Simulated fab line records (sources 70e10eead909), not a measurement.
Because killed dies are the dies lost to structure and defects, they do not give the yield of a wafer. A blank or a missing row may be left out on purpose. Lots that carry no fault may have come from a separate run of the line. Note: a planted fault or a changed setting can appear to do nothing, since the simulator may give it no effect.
Chamber matching	flow nandHarc	NHARC_P_CONTACT_STRIP_28 on rieDiel-01: 4 sister chambers
The step strips in O2. 8 wafers are shown with their chamber, then 8 later ones without.

== WAFERS, EACH WITH ITS CHAMBER ==
wafer	chamber	drypumpMotorCurrentA (A)	oesProductAu (a.u.)
L921.3	0	6.1	1.007
L925.2	0	6.1	1.017
L924.2	1	5.2	1.000
L924.6	1	5.1	1.005
L926.2	2	5.6	1.004
L926.4	3	5.6	0.996
L926.6	3	5.6	0.991
L927.1	2	5.6	1.001

== WAFERS WITH NO CHAMBER GIVEN ==
wafer	drypumpMotorCurrentA (A)	oesProductAu (a.u.)
L927.2	6.1	1.004
L927.6	5.1	0.998
L935.1	6.1	0.996
L935.2	5.1	1.004
L935.6	6.1	1.003
L938.1	6.1	1.007
L938.3	5.2	0.991
L938.6	5.6	0.999

== THE CHAMBER EACH PASSED THROUGH ==
wafer	from the rows above	in truth
L927.2	0	0
L927.6	1	1
L935.1	0	0
L935.2	1	1
L935.6	0	0
L938.1	0	0
L938.3	1	1
L938.6	can't be placed: 2 or 3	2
Correctly placed: 7 of 8. Not placeable from these rows: 1 (in 1, the candidates include the true chamber). 0 placed wrongly.
How it was worked out, from the rows above alone: a wafer's distance from a chamber is the root of the sum, over the readings, of the square of ((its reading less the chamber's mean) divided by the reading's scatter). The wafer belongs to the nearest chamber; if the next one is less than 2 further off, it can't be placed. A chamber's mean is the mean of its shown wafers. The scatter is the square root of a quotient: the sum, over the shown wafers, of each reading's squared deviation from its chamber's mean, divided by wafers minus chambers.
